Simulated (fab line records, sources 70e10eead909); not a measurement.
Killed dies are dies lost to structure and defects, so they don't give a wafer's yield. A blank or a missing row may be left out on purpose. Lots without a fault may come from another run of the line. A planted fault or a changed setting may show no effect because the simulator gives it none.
fab line records | flow nand_harc | part 2 of 2: steps 21 to 32 of 32
record lots=5 wafers=15 last_day=32
route steps=1302 shown A_CHANNEL_FILL_D2@612 A_STAIRCASE@639
lots that met no fault: from a run of the same line without faults
start_h: hours from the record's first day to the start of the lot's first wafer shown | wait_h: hours since the lot's step before | " the same as in the row above | L1.1+2: a row that stands for several wafers | - no value, or no start given | * or withheld: withheld | < > ~ a bound
route shown NAME@n: a module of which the file shows steps, and the number in the route of the first | usual: mean/standard deviation of fault-free wafers | same: alike in all rows | chamber/n: place in a boat | sites: the reading at each site | _std_site: their standard deviation | _edge_site: outer sites' mean less inner sites' | radius_mm: how far each site lies from the wafer's centre | mask NAME#n: copy n | behind: the tool/chamber that last shaped the wafer | hold: why the lot was held/for how many hours/how that ended | device: the transistor (n, p or np) that didn't switch | end of line: the same wafers' tests at the end of the route | a step without rows: its recipe alone | killed: dies lost to structure and defects at the first sort, not the wafer's yield | map: a wafer's dies, x killed, . not, _ none there
set.NAME: the setting as run; set.NAME@STEP: as run at that earlier step | model.NAME: the simulator's own value behind a step, which no gauge read
lots at some steps of the route; a table a step, a row a wafer
services: from which hour (start_h, from the record's first day; less than 0 if before it) a tool's chamber was out of use, for how many hours, and why
## steps
# step NHARC_A_CHANNEL_FILL_D2_CMP_10
# recipe target_thk_nm=150
# usual edge_zone_pressure_frac=1.000/0.0047 motor_current_A=12.3/1 time_to_endpoint_s=16/3.6
# columns lot.wafer tool chamber start_h wait_h edge_zone_pressure_frac motor_current_A time_to_endpoint_s
L079.1 cmp-03 2 405.95 0.4 0.998 11.4 9
L079.2 " 0 " " 0.997 11.7 19
L079.4 " 1 " " 1.003 11.5 19
L082.3 cmp-03 0 429.53 0.4 1.001 10.6 19
L082.4 " 2 " " 1.009 12.1 12
L082.5 " 0 " " 0.998 11.2 20
L089.1 cmp-04 2 492.83 0.4 0.996 13.9 19
L089.4 " 0 " " 1.000 11.6 14
L089.2 " 1 " " 0.996 12.6 15
L093.1 cmp-01 3 532.54 0.4 1.000 12.0 11
L093.4 " 0 " " 0.996 13.2 15
L093.6 " 1 " " 0.997 14.4 16
L092.2 cmp-03 0 532.55 0.4 0.992 11.1 19
L092.1 " 1 " " 0.997 11.7 20
L092.6 " 3 " " 1.005 9.6 15
# step NHARC_A_CHANNEL_FILL_D2_SRD_12
# columns lot.wafer tool chamber start_h wait_h
L079.2+1+4 wet_bench-07 3,4,5 406.24 0.0
L082.4+5+3 wet_bench-01 5,6,2 429.82 0.0
L089.1+4+2 wet_bench-02 0,2,3 493.14 0.0
L093.1+6+4 wet_bench-01 2,5,7 532.79 0.0
L092.6+1+2 wet_bench-02 7,0,3 532.80 0.0
# step NHARC_A_CHANNEL_FILL_D2_RTA_24
# recipe temp_c=1000 time_s=5
# usual lamp_power_pct=31.4/2.9 wafer_temp_C_max=1004.1/0.84
# columns lot.wafer tool chamber start_h wait_h lamp_power_pct wafer_temp_C_max
L079.1 rtp_anneal-02 0 406.36 0.0 27.8 1004.5
L079.2 " 0 " " 27.9 1003.4
L079.4 " 0 " " 27.9 1004.1
L082.3 rtp_anneal-01 0 430.12 0.2 33.8 1004.2
L082.4 " 0 " " 33.8 1002.6
L082.5 " 0 " " 33.8 1002.8
L089.1 rtp_anneal-01 0 493.26 0.0 33.9 1005.0
L089.2 " 0 " " 33.9 1003.0
L089.4 " 0 " " 33.8 1005.0
L093.1 rtp_anneal-01 0 532.91 0.0 33.9 1004.4
L093.4 " 0 " " 33.8 1002.7
L093.6 " 0 " " 33.8 1003.5
L092.1 rtp_anneal-01 0 533.08 0.2 33.8 1003.6
L092.2 " 0 " " 33.8 1004.5
L092.6 " 0 " " 33.9 1003.8
# step NHARC_A_CHANNEL_FILL_D2_INSPECT_13
# usual raw_defect_count=378/120
# columns lot.wafer tool chamber start_h wait_h raw_defect_count
L079.1 defect_inspect-02 - 406.56 0.2 461
L079.2 " - " " 421
L079.4 " - " " 322
L082.3 defect_inspect-01 - 430.26 0.1 293
L082.4 " - " " 223
L082.5 " - " " 388
L089.1 defect_inspect-01 - 493.46 0.2 218
L089.2 " - " " 439
L089.4 " - " " 329
L093.1 defect_inspect-02 - 533.11 0.2 676
L093.4 " - " " 492
L093.6 " - " " 375
L092.1 defect_inspect-02 - 533.28 0.2 256
L092.2 " - " " 262
L092.6 " - " " 214
# step NHARC_A_STAIRCASE_DEP_156
# recipe target_thk_a=500 temp_c=400 target_thk_nm=50 flow_sccm=200 rf_w=450 material=SiNx
# usual heater_power_w=721/110
# columns lot.wafer tool chamber start_h wait_h heater_power_w
L079.1 pecvd-03 0 406.65 0.1 617
L079.2 " 1 " " 849
L079.4 " 1 " " 854
L082.3 pecvd-01 0 430.38 0.1 661
L082.5 " 1 " " 562
L082.4 " 0 " " 665
L089.1 pecvd-03 2 493.81 0.4 702
L089.2 " 1 " " 901
L089.4 " 2 " " 709
L093.1 pecvd-03 1 533.22 0.1 859
L093.4 " 1 " " 892
L093.6 " 0 " " 654
L092.2 pecvd-03 0 533.43 0.1 697
L092.1 " 1 " " 873
L092.6 " 1 " " 876
# step NHARC_A_STAIRCASE_DEHYDRATE_158
# recipe temp_c=150 time_s=120
# usual resist_line_temp_C=23.00/0.13
# columns lot.wafer tool chamber start_h wait_h resist_line_temp_C
L079.1 litho_track-07 0 406.90 0.2 22.82
L079.2 " 0 " " 22.88
L079.4 " 0 " " 22.58
L082.3 litho_track-02 0 430.60 0.2 23.07
L082.4 " 0 " " 23.07
L082.5 " 0 " " 23.04
L089.1 litho_track-05 0 494.08 0.2 22.85
L089.2 " 0 " " 23.12
L089.4 " 0 " " 23.03
L093.1 litho_track-05 0 533.53 0.3 22.92
L093.4 " 0 " " 23.04
L093.6 " 0 " " 22.81
L092.1 litho_track-02 0 533.79 0.3 22.94
L092.2 " 0 " " 23.24
L092.6 " 0 " " 23.15
# step NHARC_A_STAIRCASE_HMDS_159
# recipe time_s=30
# usual resist_line_temp_C=23.00/0.11
# columns lot.wafer tool chamber start_h wait_h resist_line_temp_C
L079.1 litho_track-07 0 - - 23.05
L079.2 " 0 " " 23.08
L079.4 " 0 " " 22.96
L082.3 litho_track-02 0 - - 23.00
L082.4 " 0 " " 23.07
L082.5 " 0 " " 23.06
L089.1 litho_track-05 0 - - 23.03
L089.2 " 0 " " 22.95
L089.4 " 0 " " 23.01
L093.1 litho_track-05 0 - - 22.88
L093.4 " 0 " " 22.94
L093.6 " 0 " " 22.87
L092.1 litho_track-02 0 - - 23.03
L092.2 " 0 " " 22.89
L092.6 " 0 " " 22.96
# step NHARC_A_STAIRCASE_COAT_160
# recipe spin_rpm=1200
# usual resist_line_temp_C=23.02/0.11
# columns lot.wafer tool chamber start_h wait_h resist_line_temp_C
L079.1 litho_track-07 0 - - 22.95
L079.2 " 0 " " 23.13
L079.4 " 0 " " 22.90
L082.3 litho_track-02 0 - - 23.13
L082.4 " 0 " " 22.81
L082.5 " 0 " " 23.12
L089.1 litho_track-05 0 - - 22.89
L089.2 " 0 " " 23.03
L089.4 " 0 " " 22.84
L093.1 litho_track-05 0 - - 22.96
L093.4 " 0 " " 22.97
L093.6 " 0 " " 22.99
L092.1 litho_track-02 0 - - 23.30
L092.2 " 0 " " 23.19
L092.6 " 0 " " 23.21
# step NHARC_A_STAIRCASE_SOFTBAKE_161
# recipe temp_c=135 time_s=170
# usual resist_line_temp_C=23.00/0.12
# columns lot.wafer tool chamber start_h wait_h resist_line_temp_C
L079.1 litho_track-07 0 - - 22.95
L079.2 " 0 " " 23.11
L079.4 " 0 " " 23.20
L082.3 litho_track-02 0 - - 23.01
L082.4 " 0 " " 23.12
L082.5 " 0 " " 23.00
L089.1 litho_track-05 0 - - 22.89
L089.2 " 0 " " 22.62
L089.4 " 0 " " 22.73
L093.1 litho_track-05 0 - - 22.98
L093.4 " 0 " " 22.93
L093.6 " 0 " " 23.06
L092.1 litho_track-02 0 - - 23.13
L092.2 " 0 " " 23.16
L092.6 " 0 " " 23.04
# step NHARC_A_STAIRCASE_EBR_162
# usual resist_line_temp_C=23.00/0.11
# columns lot.wafer tool chamber start_h wait_h resist_line_temp_C
L079.1 litho_track-07 0 - - 23.01
L079.2 " 0 " " 23.05
L079.4 " 0 " " 23.02
L082.3 litho_track-02 0 - - 23.01
L082.4 " 0 " " 22.98
L082.5 " 0 " " 23.02
L089.1 litho_track-05 0 - - 22.92
L089.2 " 0 " " 22.83
L089.4 " 0 " " 22.93
L093.1 litho_track-05 0 - - 22.90
L093.4 " 0 " " 23.04
L093.6 " 0 " " 22.98
L092.1 litho_track-02 0 - - 22.91
L092.2 " 0 " " 22.93
L092.6 " 0 " " 23.06
# step NHARC_A_STAIRCASE_EXPOSE_163
# recipe na=0.5 dose_mj=20.01 mask_id=STAIR_OPEN
# columns lot.wafer tool chamber start_h wait_h mask
L079.1+2+4 krf_scanner-02 0 407.23 - STAIR_OPEN#0
L082.3+4+5 krf_scanner-03 0 430.94 - STAIR_OPEN#0
L089.1+2+4 krf_scanner-03 0 494.41 - STAIR_OPEN#0
L093.1+4+6 krf_scanner-02 0 533.86 - STAIR_OPEN#0
L092.1+2+6 krf_scanner-03 0 534.12 - STAIR_OPEN#0
# step NHARC_A_STAIRCASE_PEB_164
# recipe peb_temp_c=115 peb_time_s=130
# usual resist_line_temp_C=23.00/0.1
# columns lot.wafer tool chamber start_h wait_h resist_line_temp_C
L079.1 litho_track-07 0 407.30 0.1 22.99
L079.2 " 0 " " 22.97
L079.4 " 0 " " 22.97
L082.3 litho_track-05 0 431.00 0.1 23.07
L082.4 " 0 " " 22.96
L082.5 " 0 " " 22.91
L089.1 litho_track-02 0 494.48 0.1 22.83
L089.2 " 0 " " 23.04
L089.4 " 0 " " 23.09
L093.1 litho_track-07 0 533.93 0.1 22.84
L093.4 " 0 " " 22.84
L093.6 " 0 " " 23.03
L092.1 litho_track-05 0 534.18 0.1 23.01
L092.2 " 0 " " 22.92
L092.6 " 0 " " 22.97
## services
# columns tool chamber start_h hours kind
wet_bench-07 - 336.03 8.0 pm
ald_hk-02 - 348.05 10.0 pm
pecvd-03 1 348.44 4.1 repair
rie_diel-10 2 349.42 4.1 repair
rie_diel-10 1 352.47 5.6 repair
pecvd-03 - 366.62 13.0 pm
rtp_anneal-01 - 372.01 12.0 pm
rie_diel-01 - 380.95 9.0 pm
lpcvd_poly-03 - 386.03 26.0 pm
ald_hk-03 - 390.77 10.0 pm
litho_track-02 - 402.00 7.0 pm
rie_diel-09 2 406.74 14.2 repair
rie_diel-10 - 419.50 9.0 pm
wet_bench-02 - 420.00 8.0 pm
litho_track-07 - 426.00 7.0 pm
rie_diel-09 1 435.13 9.7 repair
wet_bench-01 - 453.60 8.0 pm
pecvd-03 - 457.40 0.9 repair
litho_track-05 - 474.00 7.0 pm
rie_diel-01 0 484.88 6.7 repair
rie_diel-09 - 497.10 9.0 pm
ald_sin_batch-01 - 507.48 26.0 pm
wet_bench-07 - 512.03 8.0 pm
ald_hk-02 - 526.05 10.0 pm
